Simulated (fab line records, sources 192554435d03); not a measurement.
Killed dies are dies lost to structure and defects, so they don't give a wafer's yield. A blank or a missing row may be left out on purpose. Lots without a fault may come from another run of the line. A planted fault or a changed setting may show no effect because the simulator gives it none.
Chamber matching | flow n5_finfet | N5_BEOL_M2_ILD_DEP_00 on pecvd-02: 3 sister chambers
The step deposits SiOC from DEMS/O2, target thk 79 nm, time 15.3 s. 3 wafers are shown with their chamber, then 12 later ones without.

WAFERS WITH THEIR CHAMBER
wafer  | chamber | throttle_valve_pct (%)
L091.4 | 0       | 11.6
L091.5 | 2       | 12.3
L091.6 | 1       | 11.6

WAFERS WITHOUT THEIR CHAMBER
wafer  | throttle_valve_pct (%)
L095.2 | 11.7
L095.3 | 12.0
L095.4 | 11.4
L096.1 | 11.6
L096.2 | 11.6
L096.3 | 11.9
L096.4 | 11.5
L096.5 | 11.7
L096.6 | 11.7
L097.3 | 11.8
L097.5 | 11.6
L097.6 | 11.9

WHICH CHAMBER EACH WENT THROUGH
wafer  | from the rows above          | in truth
L095.2 | can't be placed: 0 or 1      | 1
L095.3 | can't be placed: 2 or 0 or 1 | 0
L095.4 | can't be placed: 0 or 1      | 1
L096.1 | can't be placed: 0 or 1      | 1
L096.2 | can't be placed: 0 or 1      | 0
L096.3 | can't be placed: 0 or 1 or 2 | 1
L096.4 | can't be placed: 0 or 1      | 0
L096.5 | can't be placed: 0 or 1      | 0
L096.6 | can't be placed: 0 or 1      | 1
L097.3 | can't be placed: 0 or 1 or 2 | 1
L097.5 | can't be placed: 0 or 1      | 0
L097.6 | can't be placed: 0 or 1 or 2 | 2
Placed correctly: 0 of 12. Can't be placed from these rows: 12 (the true chamber is among the candidates in 12). Placed wrongly: 0.
How it was worked out, from the rows above alone: a wafer's distance from a chamber is the root of the sum, over the readings, of the square of ((its reading less the chamber's mean) divided by the reading's scatter). The wafer belongs to the nearest chamber; if the next one is less than 2 further off, it can't be placed. A chamber's mean is the mean of its shown wafers. The scatter: with one shown wafer a chamber, the root of the mean of the squares of how far each hidden wafer lies from its nearest shown one.
